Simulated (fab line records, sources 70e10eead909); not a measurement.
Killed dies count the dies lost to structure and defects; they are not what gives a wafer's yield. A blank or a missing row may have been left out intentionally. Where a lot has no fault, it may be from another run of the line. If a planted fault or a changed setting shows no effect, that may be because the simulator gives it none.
Matching of chambers :: flow nandHarc :: NHARC_P_BONDPAD_DEP_00 on pecvd-03: 3 sister chambers
The step deposits SiCN, target thk 250 nm. 14 wafers are shown with their chamber, then 7 later ones without.

## WAFERS PAIRED WITH THEIR CHAMBERS
wafer: L258.1
chamber: 0
heaterPowerW (W): 517
heaterPowerOuterW (W): 311

wafer: L258.2
chamber: 2
heaterPowerW (W): 654
heaterPowerOuterW (W): 352

wafer: L258.5
chamber: 0
heaterPowerW (W): 548
heaterPowerOuterW (W): 333

wafer: L264.1
chamber: 1
heaterPowerW (W): 526
heaterPowerOuterW (W): 277

wafer: L264.2
chamber: 0
heaterPowerW (W): 461
heaterPowerOuterW (W): 273

wafer: L264.4
chamber: 0
heaterPowerW (W): 482
heaterPowerOuterW (W): 284

wafer: L265.1
chamber: 2
heaterPowerW (W): 607
heaterPowerOuterW (W): 321

wafer: L265.3
chamber: 1
heaterPowerW (W): 510
heaterPowerOuterW (W): 277

wafer: L265.5
chamber: 1
heaterPowerW (W): 523
heaterPowerOuterW (W): 289

wafer: L266.2
chamber: 0
heaterPowerW (W): 564
heaterPowerOuterW (W): 351

wafer: L266.4
chamber: 1
heaterPowerW (W): 512
heaterPowerOuterW (W): 280

wafer: L266.5
chamber: 0
heaterPowerW (W): 571
heaterPowerOuterW (W): 357

wafer: L269.1
chamber: 0
heaterPowerW (W): 552
heaterPowerOuterW (W): 351

wafer: L269.2
chamber: 1
heaterPowerW (W): 463
heaterPowerOuterW (W): 246

SIGNATURES, as means of the wafers listed above
reading: heaterPowerW
chamber 0: 527.86
chamber 1: 506.80
chamber 2: 630.50
scatter within a chamber: 36.4

reading: heaterPowerOuterW
chamber 0: 322.86
chamber 1: 273.80
chamber 2: 336.50
scatter within a chamber: 27.9
Rule: a wafer's distance from a chamber is the root of the sum, over the readings, of the square of ((its reading less the chamber's mean) divided by the reading's scatter). If the next closest chamber is less than 2 further off than the closest, the wafer can't be placed; otherwise it belongs to the closest. The scatter: the root of (the sum of the squares of (reading less its chamber's mean) over the shown wafers, divided by (wafers less chambers)).

## WAFERS WITH NO CHAMBER GIVEN
wafer: L269.5
heaterPowerW (W): 538
heaterPowerOuterW (W): 270

wafer: L271.2
heaterPowerW (W): 553
heaterPowerOuterW (W): 341

wafer: L271.5
heaterPowerW (W): 651
heaterPowerOuterW (W): 367

wafer: L271.6
heaterPowerW (W): 554
heaterPowerOuterW (W): 345

wafer: L275.1
heaterPowerW (W): 608
heaterPowerOuterW (W): 328

wafer: L275.2
heaterPowerW (W): 512
heaterPowerOuterW (W): 271

wafer: L275.3
heaterPowerW (W): 529
heaterPowerOuterW (W): 328

## THE CHAMBER EACH PASSED THROUGH
wafer: L269.5
from the rows above: can't be placed: 1 or 0
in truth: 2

wafer: L271.2
from the rows above: can't be placed: 0 or 2 or 1
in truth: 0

wafer: L271.5
from the rows above: 2
in truth: 2

wafer: L271.6
from the rows above: can't be placed: 0 or 2 or 1
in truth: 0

wafer: L275.1
from the rows above: can't be placed: 2 or 0
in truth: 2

wafer: L275.2
from the rows above: can't be placed: 1 or 0
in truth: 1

wafer: L275.3
from the rows above: can't be placed: 0 or 1
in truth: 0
Correct placement for 1 of the 7. Unplaceable from these rows: 6, with the true chamber sitting among the candidates in 5. Number placed wrongly: 0.
